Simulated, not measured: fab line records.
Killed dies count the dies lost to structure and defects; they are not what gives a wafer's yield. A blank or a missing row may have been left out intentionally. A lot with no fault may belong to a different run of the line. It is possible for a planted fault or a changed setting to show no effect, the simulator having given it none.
2 desks looking at one fault	flow nand-harc	each desk holds nothing but its own numbers, with what lay behind them at the end

== METROLOGY DESK ==
Means of the sampled wafers that have a number, per lot and without regard to the tool the lot ran on: this is what the gauges read. Marked OUT: a lot whose mean sits more than 4 standard deviations from the usual mean, which makes it out of limits; the brackets give that distance.
Columns: A = cd-nm at NHARC_A_CONTACT_CD_MEAS_69, usual 299.8 nm
lot	first seen here	A
L871	day 22 06:12	299.8
L872	day 22 12:52	300.7
L874	day 23 04:59	300.4
L876	day 24 21:22	299.3
L880	day 26 00:31	300.8
L879	day 26 02:58	299.9
L881	day 26 22:45	299.9
L882	day 27 02:14	299.4
L890	day 29 22:28	300.0
L889	day 29 23:02	299.3
L892	day 31 18:41	299.7
This desk's verdict: no lot among the 11 shows anything out of limits.

== DESK OF THE TOOL OWNER: rie-diel-11 ==
The tool's own readings at NHARC_A_CONTACT_ETCH_76 (etches the open film in N2/H2, target depth 260 nm, time 475.3 s): means of the sampled wafers that have a number, for each lot that ran on this tool. Marked OUT: a lot whose mean sits more than 4 standard deviations from the usual mean, which makes it out of limits; the brackets give that distance.
Columns: A = drypump-motor-current-A at NHARC_A_CONTACT_ETCH_76, usual 5.7 A; B = h2-flow-sccm at NHARC_A_CONTACT_ETCH_76, usual 150.0 sccm; C = oes-product-au at NHARC_A_CONTACT_ETCH_76, usual 1.003 a.u.; D = rf-fwd-power-W at NHARC_A_CONTACT_ETCH_76, usual 399.3 W; E = rf-vpp-V at NHARC_A_CONTACT_ETCH_76, usual 431.8 V; F = showerhead-plenum-p-Torr at NHARC_A_CONTACT_ETCH_76, usual 2.09 Torr; G = throttle-valve-pct at NHARC_A_CONTACT_ETCH_76, usual 14.172 %
lot	first seen here	A	B	C	D	E	F	G
L876	day 24 21:46	5.7	150.3	0.984	399.1	434.7	2.18	14.171
L881	day 26 23:07	5.7	149.8	0.996	400.0	434.5	2.17	14.170
L889	day 29 23:26	5.9	149.7	0.936 (-5.2) OUT	400.8	430.5	2.03	14.175
This desk finds L889 out of limits, L889 being first, at day 29 23:26 (oes-product-au at NHARC_A_CONTACT_ETCH_76). L876, L881: within limits.

== PUT TOGETHER ==
At day 29 23:26, on L889, the tool owner's desk was in a position to raise an alarm.
Nothing out of limits was seen by the metrology desk.
The metrology desk has L889 on record, within its limits.
The lots listed all ran NHARC_A_CONTACT_ETCH_76 on rie-diel-11.

== WHAT WAS PUT IN BY THE SIMULATOR ==
rie-diel-11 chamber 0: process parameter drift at NHARC_A_CONTACT_ETCH_76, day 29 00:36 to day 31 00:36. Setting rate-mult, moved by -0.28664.
Lots struck among those shown: L889.
Delay in hours, fault start to first out-of-limits reading, by desk: the tool owner's desk at 23.
